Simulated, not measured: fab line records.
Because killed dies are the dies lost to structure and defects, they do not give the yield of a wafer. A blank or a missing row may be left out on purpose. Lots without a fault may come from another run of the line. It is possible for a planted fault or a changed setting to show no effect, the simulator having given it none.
Split-lot trial / flow n5 finfet / on a route of 1938 steps: 7 lots, 21 wafers read

SPLIT DETAILS
At N5_PMOS_HMC_CHANNEL_EPI_ETCH_32 (etches BARC in N2/H2, stops on SiO2, target depth 85.8 nm, time 50.3 s), the setting bias w was moved away from the recipe's 150 W on 9 of the 21 wafers read, by -10.3% to +17.6%. For the rest of the wafers, this setting stayed at what the recipe calls for.

The split's own step is where the reading is taken.

THE READING
rf vpp V, in V, at N5_PMOS_HMC_CHANNEL_EPI_ETCH_32 (etches BARC in N2/H2, stops on SiO2, target depth 85.8 nm, time 50.3 s). On this fab line, fault-free wafers typically give 524.5 V with a standard deviation of 2.6 V.

wafer=L077.2; tool, chamber at the split=rie diel-02, 1; bias w as run, W=176.4; against the recipe=+17.6%; rf vpp V, V=577.3; against lot-mates on the recipe=+56.0
wafer=L077.3; tool, chamber at the split=rie diel-02, 3; bias w as run, W=150; against the recipe=recipe; rf vpp V, V=522.1; against lot-mates on the recipe=-
wafer=L077.6; tool, chamber at the split=rie diel-02, 3; bias w as run, W=150; against the recipe=recipe; rf vpp V, V=520.5; against lot-mates on the recipe=-
wafer=L081.1; tool, chamber at the split=rie diel-05, 3; bias w as run, W=150; against the recipe=recipe; rf vpp V, V=524.2; against lot-mates on the recipe=-
wafer=L081.4; tool, chamber at the split=rie diel-05, 1; bias w as run, W=150; against the recipe=recipe; rf vpp V, V=528.5; against lot-mates on the recipe=-
wafer=L081.5; tool, chamber at the split=rie diel-05, 1; bias w as run, W=150; against the recipe=recipe; rf vpp V, V=528.6; against lot-mates on the recipe=-
wafer=L082.1; tool, chamber at the split=rie diel-02, 3; bias w as run, W=159.1; against the recipe=+6.1%; rf vpp V, V=540.9; against lot-mates on the recipe=+21.0
wafer=L082.5; tool, chamber at the split=rie diel-02, 3; bias w as run, W=150; against the recipe=recipe; rf vpp V, V=519.9; against lot-mates on the recipe=-
wafer=L082.6; tool, chamber at the split=rie diel-02, 0; bias w as run, W=159.1; against the recipe=+6.1%; rf vpp V, V=546.1; against lot-mates on the recipe=+26.2
wafer=L087.1; tool, chamber at the split=rie diel-03, 0; bias w as run, W=150; against the recipe=recipe; rf vpp V, V=525.6; against lot-mates on the recipe=-
wafer=L087.4; tool, chamber at the split=rie diel-03, 2; bias w as run, W=150; against the recipe=recipe; rf vpp V, V=526.4; against lot-mates on the recipe=-
wafer=L087.5; tool, chamber at the split=rie diel-03, 0; bias w as run, W=140.6; against the recipe=-6.3%; rf vpp V, V=504.1; against lot-mates on the recipe=-21.9
wafer=L089.1; tool, chamber at the split=rie diel-03, 2; bias w as run, W=150; against the recipe=recipe; rf vpp V, V=526.2; against lot-mates on the recipe=-
wafer=L089.3; tool, chamber at the split=rie diel-03, 0; bias w as run, W=138.5; against the recipe=-7.7%; rf vpp V, V=499.5; against lot-mates on the recipe=-26.7
wafer=L089.5; tool, chamber at the split=rie diel-03, 2; bias w as run, W=138.5; against the recipe=-7.7%; rf vpp V, V=499.8; against lot-mates on the recipe=-26.4
wafer=L091.1; tool, chamber at the split=rie diel-05, 3; bias w as run, W=168.1; against the recipe=+12.1%; rf vpp V, V=565.9; against lot-mates on the recipe=+42.7
wafer=L091.2; tool, chamber at the split=rie diel-05, 2; bias w as run, W=168.1; against the recipe=+12.1%; rf vpp V, V=559.2; against lot-mates on the recipe=+36.0
wafer=L091.6; tool, chamber at the split=rie diel-05, 0; bias w as run, W=150; against the recipe=recipe; rf vpp V, V=523.2; against lot-mates on the recipe=-
wafer=L096.1; tool, chamber at the split=rie diel-02, 2; bias w as run, W=150; against the recipe=recipe; rf vpp V, V=526.5; against lot-mates on the recipe=-
wafer=L096.4; tool, chamber at the split=rie diel-02, 1; bias w as run, W=134.6; against the recipe=-10.3%; rf vpp V, V=486.0; against lot-mates on the recipe=-37.5
wafer=L096.5; tool, chamber at the split=rie diel-02, 1; bias w as run, W=150; against the recipe=recipe; rf vpp V, V=520.4; against lot-mates on the recipe=-

THE FIT
A straight line over all 21 wafers: rf vpp V changes by +3.2 V for each +1% of bias w; r = +0.99; the points scatter about the line by 3.1 V.
The same after taking each lot's own level away (the mean of its wafers on the recipe; 21 wafers): +3.37 V for each +1%; r = +0.99; scatter 2.4 V.
That fit puts the effect of the largest move of bias w on the reading at 59 V.
Across the lots, their own levels run from 519.90 to 527.10 V, a range of 2.8 times the standard deviation given above.
Consequently the slope shifts little with the lot-to-lot level, the two slopes agreeing.
Check: for one of the wafers moved furthest among these (+17.6%), held out of the fit, the line's prediction against its lot-mates is +60.7 V. Against them it came out at +56 V.
Tool readings at the split's step, against how far the setting was moved: rf vpp V r = +0.99.

OTHER SPLITS ON THESE WAFERS
Before the reading, these wafers also passed through other splits. Each is held against what the fit with the lots' levels taken away leaves over:
other split on the same wafers=N5_ZERO_LAYER_PECVD_02 time s; wafers away from the commonest value=7; r with rf vpp V (lot level and that fit taken away)=-0.17

FILE'S OWN FIT
rf vpp V changes by +3.34 V for each +1% of bias w, r = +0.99.
